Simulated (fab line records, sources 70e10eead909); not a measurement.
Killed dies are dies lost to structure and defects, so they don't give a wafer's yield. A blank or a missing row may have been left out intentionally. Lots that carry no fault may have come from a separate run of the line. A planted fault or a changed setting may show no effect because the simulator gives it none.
Chamber matching    flow nand-harc    rie-diel-09 running NHARC_A_CONTACT_ETCH_91: 4 sister chambers
The step etches the open film in CH3F/O2, target depth 40 nm, time 85.7 s. 8 wafers are shown with their chamber, then 12 later ones without.

== WAFERS PAIRED WITH THEIR CHAMBERS ==
wafer   chamber  showerhead-plenum-p-Torr (Torr)  drypump-motor-current-A (A)
L086.1  3        2.60                             6.0
L086.4  0        2.28                             5.3
L089.1  1        2.49                             5.4
L089.2  3        2.59                             6.0
L089.6  2        2.28                             5.2
L088.1  0        2.28                             5.3
L088.3  1        2.49                             5.4
L088.4  2        2.28                             5.1

== WAFERS MISSING THEIR CHAMBER ==
wafer   showerhead-plenum-p-Torr (Torr)  drypump-motor-current-A (A)
L091.1  2.28                             5.1
L091.3  2.59                             6.0
L091.4  2.49                             5.4
L092.1  2.27                             5.1
L092.4  2.48                             5.4
L092.6  2.28                             5.3
L094.3  2.27                             5.2
L094.4  2.28                             5.3
L094.5  2.27                             5.1
L095.2  2.27                             5.1
L095.4  2.28                             5.3
L095.6  2.48                             5.4

== EACH ONE'S CHAMBER ==
wafer   from the rows above      in truth
L091.1  2                        2
L091.3  3                        3
L091.4  1                        1
L092.1  2                        2
L092.4  1                        1
L092.6  0                        0
L094.3  can't be placed: 2 or 0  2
L094.4  0                        0
L094.5  2                        2
L095.2  2                        2
L095.4  0                        0
L095.6  1                        1
Placed correctly: 11 of 12. Not placeable from these rows: 1 (in 1, the candidates include the true chamber). Wrongly placed: 0.
How it was worked out, from the rows above alone: a wafer's distance from a chamber is the root of the sum, over the readings, of the square of ((its reading less the chamber's mean) divided by the reading's scatter). If the next closest chamber is less than 2 further off than the closest, the wafer can't be placed; otherwise it belongs to the closest. Each chamber's mean is taken over the wafers shown for it. The scatter: the root of (the sum of the squares of (reading less its chamber's mean) over the shown wafers, divided by (wafers less chambers)).
